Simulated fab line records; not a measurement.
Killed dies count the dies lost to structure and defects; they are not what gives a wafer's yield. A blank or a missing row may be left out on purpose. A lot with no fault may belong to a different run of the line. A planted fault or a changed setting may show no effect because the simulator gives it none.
Split-lot experiment :: flow n5 finfet :: route with 1938 steps; 7 lots, 39 wafers read

## ON THE SPLIT
At N5_DUMMY_GATE_ETCH_37 (etches SOC in N2/H2, target depth 60 nm, overetch 30 nm), the setting source w was moved away from the recipe's 840 W on 18 of the 39 wafers read, by -17.6% to +16.0%. The other wafers ran this setting at the recipe's value.

The reading is taken at the split's own step.

## THE READING
rf vpp V, in V, at N5_DUMMY_GATE_ETCH_37 (etches SOC in N2/H2, target depth 60 nm, overetch 30 nm). Typical for fault-free wafers on this fab line: 524.3 V, with standard deviation 2.3 V.

wafer: L074.1
tool, chamber at the split: rie diel-03, 3
source w as run, W: 692.2
against the recipe: -17.6%
rf vpp V, V: 560.0
against lot-mates on the recipe: +33.6

wafer: L074.2
tool, chamber at the split: rie diel-03, 1
source w as run, W: 840
against the recipe: recipe
rf vpp V, V: 526.9
against lot-mates on the recipe: -

wafer: L074.3
tool, chamber at the split: rie diel-03, 2
source w as run, W: 840
against the recipe: recipe
rf vpp V, V: 525.0
against lot-mates on the recipe: -

wafer: L074.4
tool, chamber at the split: rie diel-03, 0
source w as run, W: 840
against the recipe: recipe
rf vpp V, V: 527.2
against lot-mates on the recipe: -

wafer: L074.5
tool, chamber at the split: rie diel-03, 1
source w as run, W: 692.2
against the recipe: -17.6%
rf vpp V, V: 561.7
against lot-mates on the recipe: +35.3

wafer: L074.6
tool, chamber at the split: rie diel-03, 0
source w as run, W: 692.2
against the recipe: -17.6%
rf vpp V, V: 562.6
against lot-mates on the recipe: +36.2

wafer: L075.1
tool, chamber at the split: rie diel-03, 1
source w as run, W: 777.6
against the recipe: -7.4%
rf vpp V, V: 541.6
against lot-mates on the recipe: +16.5

wafer: L075.2
tool, chamber at the split: rie diel-03, 2
source w as run, W: 840
against the recipe: recipe
rf vpp V, V: 521.9
against lot-mates on the recipe: -

wafer: L075.3
tool, chamber at the split: rie diel-03, 0
source w as run, W: 777.6
against the recipe: -7.4%
rf vpp V, V: 540.9
against lot-mates on the recipe: +15.8

wafer: L075.4
tool, chamber at the split: rie diel-03, 3
source w as run, W: 777.6
against the recipe: -7.4%
rf vpp V, V: 539.8
against lot-mates on the recipe: +14.7

wafer: L075.5
tool, chamber at the split: rie diel-03, 1
source w as run, W: 840
against the recipe: recipe
rf vpp V, V: 526.5
against lot-mates on the recipe: -

wafer: L075.6
tool, chamber at the split: rie diel-03, 0
source w as run, W: 840
against the recipe: recipe
rf vpp V, V: 526.8
against lot-mates on the recipe: -

wafer: L076.1
tool, chamber at the split: rie diel-03, 1
source w as run, W: 840
against the recipe: recipe
rf vpp V, V: 527.3
against lot-mates on the recipe: -

wafer: L076.4
tool, chamber at the split: rie diel-03, 3
source w as run, W: 840
against the recipe: recipe
rf vpp V, V: 524.9
against lot-mates on the recipe: -

wafer: L076.6
tool, chamber at the split: rie diel-03, 0
source w as run, W: 840
against the recipe: recipe
rf vpp V, V: 527.2
against lot-mates on the recipe: -

wafer: L078.1
tool, chamber at the split: rie diel-06, 1
source w as run, W: 840
against the recipe: recipe
rf vpp V, V: 524.9
against lot-mates on the recipe: -

wafer: L078.2
tool, chamber at the split: rie diel-06, 2
source w as run, W: 918.9
against the recipe: +9.4%
rf vpp V, V: 505.6
against lot-mates on the recipe: -18.4

wafer: L078.3
tool, chamber at the split: rie diel-06, 3
source w as run, W: 840
against the recipe: recipe
rf vpp V, V: 524.4
against lot-mates on the recipe: -

wafer: L078.4
tool, chamber at the split: rie diel-06, 0
source w as run, W: 840
against the recipe: recipe
rf vpp V, V: 522.8
against lot-mates on the recipe: -

wafer: L078.5
tool, chamber at the split: rie diel-06, 1
source w as run, W: 918.9
against the recipe: +9.4%
rf vpp V, V: 510.2
against lot-mates on the recipe: -13.8

wafer: L078.6
tool, chamber at the split: rie diel-06, 2
source w as run, W: 918.9
against the recipe: +9.4%
rf vpp V, V: 506.4
against lot-mates on the recipe: -17.6

wafer: L090.1
tool, chamber at the split: rie diel-03, 2
source w as run, W: 693.5
against the recipe: -17.4%
rf vpp V, V: 557.7
against lot-mates on the recipe: +33.5

wafer: L090.2
tool, chamber at the split: rie diel-03, 1
source w as run, W: 840
against the recipe: recipe
rf vpp V, V: 525.8
against lot-mates on the recipe: -

wafer: L090.3
tool, chamber at the split: rie diel-03, 3
source w as run, W: 693.5
against the recipe: -17.4%
rf vpp V, V: 561.0
against lot-mates on the recipe: +36.8

wafer: L090.4
tool, chamber at the split: rie diel-03, 0
source w as run, W: 693.5
against the recipe: -17.4%
rf vpp V, V: 561.5
against lot-mates on the recipe: +37.3

wafer: L090.5
tool, chamber at the split: rie diel-03, 1
source w as run, W: 840
against the recipe: recipe
rf vpp V, V: 525.4
against lot-mates on the recipe: -

wafer: L090.6
tool, chamber at the split: rie diel-03, 2
source w as run, W: 840
against the recipe: recipe
rf vpp V, V: 521.5
against lot-mates on the recipe: -

wafer: L094.1
tool, chamber at the split: rie diel-03, 1
source w as run, W: 974.3
against the recipe: +16.0%
rf vpp V, V: 500.3
against lot-mates on the recipe: -23.8

wafer: L094.2
tool, chamber at the split: rie diel-03, 0
source w as run, W: 974.3
against the recipe: +16.0%
rf vpp V, V: 499.2
against lot-mates on the recipe: -24.9

wafer: L094.3
tool, chamber at the split: rie diel-03, 3
source w as run, W: 840
against the recipe: recipe
rf vpp V, V: 523.7
against lot-mates on the recipe: -

wafer: L094.4
tool, chamber at the split: rie diel-03, 0
source w as run, W: 840
against the recipe: recipe
rf vpp V, V: 524.2
against lot-mates on the recipe: -

wafer: L094.5
tool, chamber at the split: rie diel-03, 3
source w as run, W: 840
against the recipe: recipe
rf vpp V, V: 524.5
against lot-mates on the recipe: -

wafer: L094.6
tool, chamber at the split: rie diel-03, 1
source w as run, W: 974.3
against the recipe: +16.0%
rf vpp V, V: 501.6
against lot-mates on the recipe: -22.5

wafer: L096.1
tool, chamber at the split: rie diel-03, 0
source w as run, W: 840
against the recipe: recipe
rf vpp V, V: 525.4
against lot-mates on the recipe: -

wafer: L096.2
tool, chamber at the split: rie diel-03, 3
source w as run, W: 702.5
against the recipe: -16.4%
rf vpp V, V: 556.3
against lot-mates on the recipe: +32.5

wafer: L096.3
tool, chamber at the split: rie diel-03, 1
source w as run, W: 702.5
against the recipe: -16.4%
rf vpp V, V: 558.8
against lot-mates on the recipe: +35.0

wafer: L096.4
tool, chamber at the split: rie diel-03, 2
source w as run, W: 840
against the recipe: recipe
rf vpp V, V: 522.4
against lot-mates on the recipe: -

wafer: L096.5
tool, chamber at the split: rie diel-03, 2
source w as run, W: 840
against the recipe: recipe
rf vpp V, V: 523.5
against lot-mates on the recipe: -

wafer: L096.6
tool, chamber at the split: rie diel-03, 1
source w as run, W: 702.5
against the recipe: -16.4%
rf vpp V, V: 559.3
against lot-mates on the recipe: +35.5

FIT RESULTS
A straight line over all 39 wafers: rf vpp V changes by -1.9 V for each +1% of source w; r = -0.99; the points scatter about the line by 2.4 V.
The same after taking each lot's own level away (the mean of its wafers on the recipe; 39 wafers): -1.88 V for each +1%; r = -0.99; scatter 2.4 V.
According to that fit, moving source w by its largest amount changes the reading by 33 V.
Measured against the standard deviation above, the lots' own levels, which go from 523.77 to 526.47 V, span 1.2 times it.
Consequently the slope shifts little with the lot-to-lot level, the two slopes agreeing.
Check: with one of the wafers moved furthest among these (-17.6%) left out of the fit, the line predicts +34.6 V for it against its lot-mates. Against them it came out at +33.6 V.
Tool readings at the split's step, against how far the setting was moved: rf vpp V r = -0.99.

## ADDITIONAL SPLITS CARRIED BY THESE WAFERS
Before the reading, these wafers also passed through other splits. Each is held against what the fit with the lots' levels taken away leaves over:
other split on the same wafers: N5_DUMMY_GATE_CVD_03 temp c
wafers away from the commonest value: 24
r with rf vpp V (lot level and that fit taken away): +0.11

## THE WHOLE CHAIN: every reading that the file lists as answering this split, in the file's order
step: N5_DUMMY_GATE_ETCH_37
what it does: etches SOC in N2/H2, target depth 60 nm, overetch 30 nm
reading: rf vpp V
change (the file's fit): -1.92 V for each +1% of the setting
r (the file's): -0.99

step: N5_DUMMY_GATE_ETCH_37
what it does: etches SOC in N2/H2, target depth 60 nm, overetch 30 nm
reading: SiARC_of_DUMMY_GATE_COAT_35.thk nm (the simulator's own value, which no gauge read)
change (the file's fit): -0.0281 nm for each +1% of the setting
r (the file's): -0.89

## THE FILE'S OWN FIT
rf vpp V changes by -1.92 V for each +1% of source w, r = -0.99.
